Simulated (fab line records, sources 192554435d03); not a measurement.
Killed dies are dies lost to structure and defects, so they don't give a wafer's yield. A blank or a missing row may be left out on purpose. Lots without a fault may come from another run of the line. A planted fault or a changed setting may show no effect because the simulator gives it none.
Chamber matching | flow n5_finfet | N5_MOL_CONTACT_COAG_ETCH_47 on rie_diel-05: 4 sister chambers
The step etches SiNx in CH3F/O2, stops on W, target depth 27 nm. 4 wafers are shown with their chamber, then 9 later ones without.

WAFERS WITH THEIR CHAMBER
wafer  | chamber | throttle_valve_pct (%)
L084.1 | 3       | 16.66
L090.2 | 1       | 15.82
L090.3 | 2       | 16.48
L090.4 | 0       | 16.06

WAFERS WITHOUT THEIR CHAMBER
wafer  | throttle_valve_pct (%)
L091.3 | 15.83
L091.4 | 16.05
L091.6 | 15.81
L095.1 | 15.85
L095.4 | 16.23
L095.5 | 15.85
L096.3 | 16.08
L096.5 | 16.08
L096.6 | 16.22

WHICH CHAMBER EACH WENT THROUGH
wafer  | from the rows above     | in truth
L091.3 | 1                       | 1
L091.4 | 0                       | 0
L091.6 | 1                       | 1
L095.1 | 1                       | 1
L095.4 | can't be placed: 0 or 2 | 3
L095.5 | 1                       | 1
L096.3 | 0                       | 0
L096.5 | 0                       | 0
L096.6 | can't be placed: 0 or 2 | 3
Placed correctly: 7 of 9. Can't be placed from these rows: 2 (the true chamber is among the candidates in 0). Placed wrongly: 0.
How it was worked out, from the rows above alone: a wafer's distance from a chamber is the root of the sum, over the readings, of the square of ((its reading less the chamber's mean) divided by the reading's scatter). The wafer belongs to the nearest chamber; if the next one is less than 2 further off, it can't be placed. A chamber's mean is the mean of its shown wafers. The scatter: with one shown wafer a chamber, the root of the mean of the squares of how far each hidden wafer lies from its nearest shown one.
